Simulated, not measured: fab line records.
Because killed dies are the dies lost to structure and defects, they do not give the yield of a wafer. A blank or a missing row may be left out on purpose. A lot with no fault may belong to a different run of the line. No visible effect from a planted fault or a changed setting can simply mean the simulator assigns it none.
Which tool was responsible? :: flow n5_finfet :: 42 wafers from 14 lots sampled at 2 of the route's 1938 steps

## WHAT EACH GAUGE READ, for each wafer
N5_DUMMY_GATE_OVL_MEAS_16.
lot: L481
measured: day 3 01:55
on: overlay-02
GATE_OVL (nm): -1.7 -1.7 -1.2

lot: L483
measured: day 3 11:55
on: overlay-01
GATE_OVL (nm): -0.5 -0.3 -0.3

lot: L493
measured: day 6 02:27
on: overlay-02
GATE_OVL (nm): 0.7 0.2 1.0

lot: L494
measured: day 6 06:29
on: overlay-02
GATE_OVL (nm): -1.5 -0.8 -1.9

lot: L495
measured: day 6 09:46
on: overlay-01
GATE_OVL (nm): 0.1 -0.6 -0.3

lot: L496
measured: day 6 15:34
on: overlay-01
GATE_OVL (nm): -0.2 1.4 0.2

lot: L497
measured: day 6 20:43
on: overlay-02
GATE_OVL (nm): -0.7 0.1 -1.4

lot: L498
measured: day 7 03:48
on: overlay-02
GATE_OVL (nm): 0.2 -1.0 -0.1

lot: L499
measured: day 7 10:04
on: overlay-01
GATE_OVL (nm): -0.2 0.3 0.5

lot: L500
measured: day 7 21:37
on: overlay-01
GATE_OVL (nm): 0.2 -0.4 0.6

lot: L501
measured: day 7 22:21
on: overlay-01
GATE_OVL (nm): -0.4 -0.5 0.0

lot: L502
measured: day 8 08:49
on: overlay-01
GATE_OVL (nm): -0.8 -0.8 -1.4

lot: L503
measured: day 8 10:11
on: overlay-02
GATE_OVL (nm): -0.7 0.0 -0.8

lot: L504
measured: day 8 18:34
on: overlay-02
GATE_OVL (nm): 0.8 0.4 -0.5

## EACH LOT AND THE TOOL THAT RAN IT (in order: tool; ch and the chambers of the sampled wafers; start)
lot: L481
N5_DUMMY_GATE_CMP_04: cmp-03 ch 1,3, day 2 21:22

lot: L483
N5_DUMMY_GATE_CMP_04: cmp-02 ch 1,2,3, day 3 05:15

lot: L493
N5_DUMMY_GATE_CMP_04: cmp-02 ch 0,2,3, day 5 21:52

lot: L494
N5_DUMMY_GATE_CMP_04: cmp-03 ch 1,2,3, day 6 01:34

lot: L495
N5_DUMMY_GATE_CMP_04: cmp-01 ch 1,2, day 6 05:13

lot: L496
N5_DUMMY_GATE_CMP_04: cmp-03 ch 1,3, day 6 10:50

lot: L497
N5_DUMMY_GATE_CMP_04: cmp-01 ch 0,1,2, day 6 16:12

lot: L498
N5_DUMMY_GATE_CMP_04: cmp-01 ch 2,3, day 6 23:13

lot: L499
N5_DUMMY_GATE_CMP_04: cmp-03 ch 0,2, day 7 05:24

lot: L500
N5_DUMMY_GATE_CMP_04: cmp-02 ch 0,3, day 7 17:03

lot: L501
N5_DUMMY_GATE_CMP_04: cmp-01 ch 0,2,3, day 7 17:40

lot: L502
N5_DUMMY_GATE_CMP_04: cmp-02 ch 0,1,3, day 8 04:08

lot: L503
N5_DUMMY_GATE_CMP_04: cmp-03 ch 1,3, day 8 05:35

lot: L504
N5_DUMMY_GATE_CMP_04: cmp-02 ch 0,2,3, day 8 12:02
- N5_DUMMY_GATE_CMP_04: polishes a-Si.

## AS READ BY THE TOOLS THEMSELVES (means over the sampled wafers that have a number; for cases with no such wafer, the mark the record gives instead)
N5_DUMMY_GATE_CMP_04.
lot: L481
tool: cmp-03
motor_current_A (A): 11.0
time_to_endpoint_s (s): 10.4

lot: L483
tool: cmp-02
motor_current_A (A): 11.0
time_to_endpoint_s (s): 12.5

lot: L493
tool: cmp-02
motor_current_A (A): 10.6
time_to_endpoint_s (s): 13.0

lot: L494
tool: cmp-03
motor_current_A (A): 10.6
time_to_endpoint_s (s): 13.2

lot: L495
tool: cmp-01
motor_current_A (A): 8.6
time_to_endpoint_s (s): 13.5

lot: L496
tool: cmp-03
motor_current_A (A): 10.5
time_to_endpoint_s (s): 15.1

lot: L497
tool: cmp-01
motor_current_A (A): 9.5
time_to_endpoint_s (s): 15.6

lot: L498
tool: cmp-01
motor_current_A (A): 8.8
time_to_endpoint_s (s): 13.9

lot: L499
tool: cmp-03
motor_current_A (A): 10.0
time_to_endpoint_s (s): 14.6

lot: L500
tool: cmp-02
motor_current_A (A): 8.6
time_to_endpoint_s (s): 12.0

lot: L501
tool: cmp-01
motor_current_A (A): 9.9
time_to_endpoint_s (s): 13.2

lot: L502
tool: cmp-02
motor_current_A (A): 8.9
time_to_endpoint_s (s): 10.0

lot: L503
tool: cmp-03
motor_current_A (A): 10.7
time_to_endpoint_s (s): 13.7

lot: L504
tool: cmp-02
motor_current_A (A): 10.6
time_to_endpoint_s (s): 15.5

## THE ANSWER, worked out from the rows above alone
Rule: the lots themselves supply what counts as usual. Put in order of their means at a reading, lots are off if they are a third of the lots or fewer, leave a main group of 4 or more, and stand apart from it by a gap of 3 or more times the standard deviation of the main group's means; of several such gaps the widest counts. If all means in a main group match to the digits the tables above print for the reading, that group is not used. Also off: a lot with no number at a reading for which 4 or more lots have one. All remaining lots with rows at the step are treated as sound. First the gauges in route order, then the tools' own readings, where a lot's mean is used as printed above. At the first step where some lot is off, the reading lying furthest off is the one used; lots without a number count as furthest.
None of the lots is off at any reading shown; this tells nothing.

## WHAT THE SIMULATOR HAD PUT IN
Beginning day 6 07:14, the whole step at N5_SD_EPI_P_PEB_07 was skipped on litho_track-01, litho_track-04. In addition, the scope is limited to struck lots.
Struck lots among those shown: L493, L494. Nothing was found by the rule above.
